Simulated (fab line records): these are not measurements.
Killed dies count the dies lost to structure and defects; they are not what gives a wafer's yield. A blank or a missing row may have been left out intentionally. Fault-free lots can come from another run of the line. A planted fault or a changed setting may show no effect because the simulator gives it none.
Code-filled problem report in 8D (eight disciplines) form || flow n5_finfet || the parts of the form that need people (team, actions taken, sign-off) are left out

1. THE ISSUE
Wafers without a fault read 1500.1 rpm, standard deviation 0.96; spin_speed_rpm at N5_BEOL_M8_COAT_22 reads a mean of 1415.0 rpm on 6 wafers belonging to 2 lots. That is -89 standard deviations from the usual mean.
The step: resist thk 30 nm.
Seen first at day 14 16:08 on litho_track-03, wafer L748.1. The record has a number at this step for 18 wafers belonging to 6 lots. The rule behind "out" and "out of limits": a value lying over 4 standard deviations away from the usual mean. All remaining wafers that have a number are taken as sound.

2. WHAT THIS IS AND IS NOT
{"question": "which readings at this step", "is": "spin_speed_rpm", "is not": "-"}
{"question": "which lots", "is": "L748, L751", "is not": "L731, L736, L738, L747"}
{"question": "which wafers of those lots", "is": "all that have a number", "is not": "-"}
{"question": "read on which tools", "is": "litho_track-03", "is not": "-"}
{"question": "when", "is": "from day 14 16:08", "is not": "up to then (12 sound wafers)"}

3. THE SUSPECTS, EACH WITH WHAT RULES IT OUT
Counting: any tool at a process step up to the reading is kept as a suspect provided that every lot that is out went through it and no sound lot did after the first of them.
- litho_track-03 at N5_BEOL_M8_COAT_22 (resist thk 30 nm): kept. It processed each lot that is out, first L748 at day 14 16:08, and no sound lot thereafter; up to then, the last sound lot it processed was L747 at day 14 04:43. Out on those wafers are its own readings of spin_speed_rpm.
Left after counting: litho_track-03 at N5_BEOL_M8_COAT_22.

4. THE CAUSE (what the simulator had put in)
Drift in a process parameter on litho_track-03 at N5_BEOL_M8_COAT_22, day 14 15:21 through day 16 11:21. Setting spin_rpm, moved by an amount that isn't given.
After counting, this tool was the only one left.

5. THE EFFECT CHAIN, in route order
Rows list readings where the struck wafers' mean (over those with a number) sits beyond 3 standard deviations from the usual. Scope: only readings with a usual standard deviation given in the record; hours: median across lots of the time from each lot's start at the first step in this table that gives one to its start at this step; sigmas: change in usual standard deviations.
{"hours": 0, "step": "N5_BEOL_M8_COAT_22", "reading": "spin_speed_rpm", "usual": "1500.1 rpm", "on struck wafers": 1415.0, "change": -85.1, "sigmas": -89}
The process steps in it:
- N5_BEOL_M8_COAT_22: resist thk 30 nm.
Later steps that measure or inspect, where all struck wafers having a row at the step show a number for every such reading and not one has moved that far: N5_BEOL_M8_CD_MEAS_28, N5_BEOL_M8_OVL_MEAS_29, N5_BEOL_M8_INSPECT_30.

6. WHAT WOULD HAVE CAUGHT IT SOONER
In this record the first reading out of limits was taken at day 14 16:08, 1 hour after the fault began at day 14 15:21.
